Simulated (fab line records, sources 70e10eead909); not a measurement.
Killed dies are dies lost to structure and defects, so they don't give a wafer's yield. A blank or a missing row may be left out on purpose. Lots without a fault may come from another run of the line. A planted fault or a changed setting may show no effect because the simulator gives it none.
Chamber matching | flow nand_harc | NHARC_P_M2_ETCH_35 on rie_diel-08: 4 sister chambers
The step etches the open film in N2/H2, target depth 40 nm, overetch 12 nm, time 43.94 s. 8 wafers are shown with their chamber, then 6 later ones without.

WAFERS WITH THEIR CHAMBER
wafer  | chamber | rf_vpp_V (V) | throttle_valve_pct (%)
L493.1 | 3       | 431.5        | 14.178
L499.3 | 2       | 431.9        | 14.173
L507.1 | 1       | 429.9        | 14.177
L507.2 | 0       | 429.3        | 14.183
L507.6 | 0       | 428.9        | 14.168
L508.2 | 3       | 430.9        | 14.183
L508.3 | 1       | 429.6        | 14.168
L508.6 | 2       | 432.8        | 14.169

WAFERS WITHOUT THEIR CHAMBER
wafer  | rf_vpp_V (V) | throttle_valve_pct (%)
L511.3 | 428.1        | 14.174
L511.4 | 429.8        | 14.159
L511.5 | 433.8        | 14.173
L512.3 | 433.9        | 14.173
L512.4 | 430.8        | 14.191
L512.6 | 430.0        | 14.169

WHICH CHAMBER EACH WENT THROUGH
wafer  | from the rows above     | in truth
L511.3 | can't be placed: 0 or 1 | 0
L511.4 | can't be placed: 1 or 0 | 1
L511.5 | 2                       | 2
L512.3 | 2                       | 2
L512.4 | can't be placed: 3 or 1 | 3
L512.6 | can't be placed: 1 or 0 | 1
Placed correctly: 2 of 6. Can't be placed from these rows: 4 (the true chamber is among the candidates in 4). Placed wrongly: 0.
How it was worked out, from the rows above alone: a wafer's distance from a chamber is the root of the sum, over the readings, of the square of ((its reading less the chamber's mean) divided by the reading's scatter). The wafer belongs to the nearest chamber; if the next one is less than 2 further off, it can't be placed. A chamber's mean is the mean of its shown wafers. The scatter: the root of (the sum of the squares of (reading less its chamber's mean) over the shown wafers, divided by (wafers less chambers)).
